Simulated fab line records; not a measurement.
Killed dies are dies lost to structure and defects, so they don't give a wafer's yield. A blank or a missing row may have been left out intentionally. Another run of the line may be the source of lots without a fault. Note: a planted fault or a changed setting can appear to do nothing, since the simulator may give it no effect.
Which tool was responsible?    flow n5 finfet    Sampling: 10 lots, 30 wafers, 5 of 1938 route steps

## WHAT EACH GAUGE READ, for each wafer
N5_BEOL_M4_RC_MEAS_101.
lot   measured      on         DIBL_N (mV/V)   DIBL_P (mV/V)   IOFF_N (nA/um)     IOFF_P (nA/um)  ION_N (uA/um)  ION_P (uA/um)  SS_N (mV/dec)   SS_P (mV/dec)   VT_N (mV)          VT_P (mV)
L182  day 7 22:36   prober-02  37.7 35.5 36.2  38.4 36.8 37.6  0.178 0.155 0.157  0.22 0.20 0.20  671 675 679    462 464 464    72.2 71.2 70.8  73.5 72.9 72.7  250.2 251.4 250.2  -250 -251 -252
L184  day 8 05:44   prober-01  37.3 38.7 36.8  38.3 39.4 37.6  0.181 0.208 0.167  0.23 0.24 0.21  680 684 674    469 464 459    72.1 72.1 72.4  73.3 73.8 73.3  247.3 244.2 247.0  -250 -249 -251
L186  day 8 21:00   prober-02  37.3 35.2 36.6  39.6 37.1 38.4  0.204 0.160 0.183  0.26 0.22 0.24  698 669 676    473 459 461    72.3 71.4 71.8  73.9 73.7 73.5  245.0 249.5 247.5  -250 -248 -250
L187  day 9 01:47   prober-01  35.2 35.9 35.2  34.7 36.4 34.3  0.133 0.144 0.134  0.20 0.22 0.20  668 671 665    468 468 461    71.4 72.3 71.2  73.0 73.8 72.9  250.7 251.6 253.1  -249 -246 -250
L189  day 9 03:59   prober-02  34.6 35.2 36.4  33.9 35.1 36.3  0.136 0.148 0.181  0.20 0.22 0.25  661 678 688    466 468 482    70.7 71.2 71.6  73.5 73.2 73.9  250.5 251.3 246.8  -249 -247 -246
L197  day 11 12:38  prober-02  37.7 35.5 35.6  36.7 34.2 34.6  0.170 0.130 0.140  0.20 0.16 0.17  672 667 671    455 460 460    71.7 70.6 71.4  74.1 73.1 73.3  250.4 253.5 252.1  -252 -256 -254
L198  day 11 15:52  prober-01  36.6 37.2 35.9  34.7 35.6 34.3  0.131 0.152 0.130  0.19 0.19 0.17  657 670 664    461 458 460    71.2 71.5 71.3  73.2 73.2 73.3  252.3 250.9 251.3  -251 -251 -252
L201  day 12 12:56  prober-01  37.7 37.7 36.4  36.7 37.1 34.8  0.175 0.186 0.149  0.25 0.26 0.22  679 688 661    467 470 463    71.8 71.7 71.0  73.3 74.1 73.3  247.2 247.7 250.1  -247 -247 -248
L202  day 12 20:18  prober-02  34.0 34.5 34.4  34.0 35.2 33.8  0.129 0.134 0.120  0.18 0.20 0.18  667 670 660    467 467 459    71.0 71.1 70.2  73.1 72.5 72.6  252.9 249.4 251.6  -249 -250 -250
L205  day 14 02:44  prober-01  35.8 35.0 35.1  35.8 34.4 34.8  0.156 0.141 0.140  0.19 0.17 0.17  678 674 681    464 452 464    71.4 72.0 71.5  73.8 73.3 72.8  248.1 251.6 248.5  -253 -255 -254

## WHAT TOOL EACH LOT RAN ON (gives the tool, then ch and the chambers of the sampled wafers, and finally the start)
lot   N5_BEOL_M0_ANNEAL_133         N5_BEOL_M0_ANNEAL_135         N5_BEOL_M1_EXPOSE_08               N5_BEOL_M1_DESCUM_16
L182  pvd sputter-03, day 6 03:35   pvd sputter-03, day 6 03:43   euv scanner-01 ch 0, day 6 07:13   rie diel-04 ch 1,2, day 6 07:27
L184  pvd sputter-03, day 6 12:14   pvd sputter-03, day 6 12:22   euv scanner-02 ch 0, day 6 17:54   rie diel-04 ch 0,1,2, day 6 18:10
L186  pvd sputter-01, day 7 01:33   pvd sputter-01, day 7 01:40   euv scanner-01 ch 0, day 7 04:14   rie diel-06 ch 0,1,2, day 7 04:40
L187  pvd sputter-03, day 7 04:09   pvd sputter-03, day 7 04:16   euv scanner-01 ch 0, day 7 06:49   rie diel-05 ch 1,2,3, day 7 07:05
L189  pvd sputter-03, day 7 09:40   pvd sputter-03, day 7 09:47   euv scanner-01 ch 0, day 7 16:16   rie diel-05 ch 2,3, day 7 16:31
L197  pvd sputter-03, day 9 17:06   pvd sputter-03, day 9 17:13   euv scanner-01 ch 0, day 9 20:22   rie diel-04 ch 2,3, day 9 20:46
L198  pvd sputter-03, day 10 00:19  pvd sputter-03, day 10 00:26  euv scanner-01 ch 0, day 10 02:43  rie diel-05 ch 0,1,3, day 10 03:27
L201  pvd sputter-03, day 10 16:44  pvd sputter-03, day 10 16:51  euv scanner-02 ch 0, day 10 19:36  rie diel-05 ch 0,3, day 10 19:51
L202  pvd sputter-03, day 11 03:03  pvd sputter-03, day 11 03:10  euv scanner-02 ch 0, day 11 04:56  rie diel-04 ch 0,2, day 11 05:13
L205  pvd sputter-02, day 12 03:35  pvd sputter-02, day 12 03:43  euv scanner-02 ch 0, day 12 06:11  rie diel-04 ch 0,1, day 12 06:26
- N5_BEOL_M0_ANNEAL_133: time 60 s.
- N5_BEOL_M0_ANNEAL_135: time 60 s.
- N5_BEOL_M1_EXPOSE_08: exposes mask M1.
- N5_BEOL_M1_DESCUM_16: chemistry O2, time 7 s.

## AS READ BY THE TOOLS THEMSELVES (means over the sampled wafers that have a number; for cases with no such wafer, the mark the record gives instead)
N5_BEOL_M0_ANNEAL_133.
lot   tool            heater power w (W)  susceptor temp C (C)
L182  pvd sputter-03  918                 399.99
L184  pvd sputter-03  775                 400.02
L186  pvd sputter-01  761                 399.80
L187  pvd sputter-03  844                 399.87
L189  pvd sputter-03  807                 400.12
L197  pvd sputter-03  695                 399.90
L198  pvd sputter-03  887                 399.95
L201  pvd sputter-03  869                 400.01
L202  pvd sputter-03  885                 400.27
L205  pvd sputter-02  832                 400.17

N5_BEOL_M0_ANNEAL_135.
lot   tool            heater power w (W)  susceptor temp C (C)
L182  pvd sputter-03  910                 400.06
L184  pvd sputter-03  769                 400.22
L186  pvd sputter-01  750                 399.93
L187  pvd sputter-03  855                 399.94
L189  pvd sputter-03  798                 399.99
L197  pvd sputter-03  700                 399.91
L198  pvd sputter-03  887                 399.90
L201  pvd sputter-03  853                 400.05
L202  pvd sputter-03  876                 400.11
L205  pvd sputter-02  841                 400.05

N5_BEOL_M1_EXPOSE_08.
lot   tool            exposure dose mJ cm2
L182  euv scanner-01  32.95
L184  euv scanner-02  32.88
L186  euv scanner-01  32.99
L187  euv scanner-01  32.94
L189  euv scanner-01  32.98
L197  euv scanner-01  32.37
L198  euv scanner-01  32.47
L201  euv scanner-02  32.89
L202  euv scanner-02  32.89
L205  euv scanner-02  32.85

N5_BEOL_M1_DESCUM_16.
lot   tool         drypump motor current A (A)  oes product au (a.u.)  rf vpp V (V)  showerhead plenum p Torr (Torr)  throttle valve pct (%)
L182  rie diel-04  6.3                          0.66                   243.6         2.09                             20.83
L184  rie diel-04  6.0                          0.72                   242.7         2.08                             20.66
L186  rie diel-06  5.8                          0.72                   243.7         2.11                             20.50
L187  rie diel-05  5.4                          0.82                   242.0         2.05                             20.33
L189  rie diel-05  5.3                          0.86                   243.6         2.09                             20.23
L197  rie diel-04  6.0                          0.89                   243.2         2.06                             20.64
L198  rie diel-05  5.7                          0.74                   242.2         2.06                             20.56
L201  rie diel-05  5.8                          0.78                   243.0         2.07                             20.43
L202  rie diel-04  5.9                          0.84                   242.2         2.04                             20.58
L205  rie diel-04  5.8                          0.91                   242.8         2.11                             20.24

## THE ANSWER, worked out from the rows above alone
Rule: what is usual is taken from the lots themselves. The widest of any qualifying gaps counts: lots, ordered by their means at a reading, are off when they make up no more than a third of the lots, leave a main group of 4 or more, and stand apart from it by 3 or more times the standard deviation of that group's means. A main group whose means are all the same, to the digits that the tables above print for the reading, isn't used. Also off: a lot with no number at a reading for which 4 or more lots have one. All remaining lots with rows at the step are treated as sound. Order of review: gauges by route order, followed by the tools' own readings, for which a lot's mean as printed above is used. At the first step where some lot is off, the reading lying furthest off is the one used; lots without a number count as furthest.
Off: L197, L198 (N5_BEOL_M1_EXPOSE_08, exposure dose mJ cm2). Main group: mean 32.92, sd 0.048.
If a tool, at that step or one of the process steps before it, ran each lot that is off and ran no sound lot following the first of them, it fits. One fits: N5_BEOL_M1_EXPOSE_08 on euv scanner-01. Its last sound lot is L189 (day 7 16:16), its first lot that is off L197 (day 9 20:22): a fault that began between those two fits.
On the lots that are off, the tool's own readings at N5_BEOL_M1_EXPOSE_08 differ by more than 5 times the standard deviation of the sound lots' means, which bears it out; exposure dose mJ cm2 reads 32.42 there versus 32.92 on the sound lots.

## WHAT THE SIMULATOR PUT IN
Drift in process parameters on euv scanner-01 at N5_BEOL_M1_EXPOSE_08, starting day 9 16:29. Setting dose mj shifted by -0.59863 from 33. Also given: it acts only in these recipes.
Struck lots among those shown: L197, L198. The rule above reached the same finding.
